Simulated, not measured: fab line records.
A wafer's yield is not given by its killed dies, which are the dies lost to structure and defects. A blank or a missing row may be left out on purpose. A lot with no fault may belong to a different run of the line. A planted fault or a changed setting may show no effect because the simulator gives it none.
What tool caused it? ; flow n5Finfet ; route of 1938 steps, sampled at 1 step: 12 lots, 36 wafers

== WHAT EACH GAUGE READ, for each wafer ==
N5_MOL_CONTACT_COAG_CD_MEAS_40 targets a cd of 25.1 nm.
lot;measured;on;cdNm (nm)
L075;day 5 10:56;cdSem-03;25.08 25.09 24.84
L077;day 5 21:19;cdSem-02;24.66 24.94 25.31
L079;day 6 09:31;cdSem-02;24.96 24.93 24.98
L081;day 6 20:47;cdSem-03;24.84 25.25 25.06
L083;day 7 09:01;cdSem-01;24.72 24.91 24.85
L085;day 8 04:50;cdSem-02;24.86 25.00 24.49
L087;day 8 07:02;cdSem-01;25.01 25.24 25.14
L089;day 8 20:49;cdSem-02;24.97 25.06 25.02
L091;day 9 08:01;cdSem-02;25.10 24.92 25.45
L093;day 9 20:04;cdSem-01;25.28 24.92 25.22
L095;day 10 15:57;cdSem-02;25.20 25.15 25.30
L096;day 11 00:54;cdSem-01;25.03 25.02 25.05

== WHAT TOOL EACH LOT RAN ON (gives the tool, then ch and the chambers of the sampled wafers, and finally the start) ==
The record shows no process step preceding these readings.

== THE ANSWER, worked out from the rows above alone ==
Rule: the lots themselves supply what counts as usual. Put in order of their means at a reading, lots are off if they are a third of the lots or fewer, leave a main group of 4 or more, and stand apart from it by a gap of 3 or more times the standard deviation of the main group's means; of several such gaps the widest counts. A main group is skipped when, at the precision printed for the reading in the tables above, its means are all equal. A lot without any number at a reading at which 4 lots or more have one is off too. Where the step has rows for the other lots, those lots are counted as sound.
Across all readings shown, no lot is off: no conclusion can be drawn from this.

== WHAT THE SIMULATOR PUT IN ==
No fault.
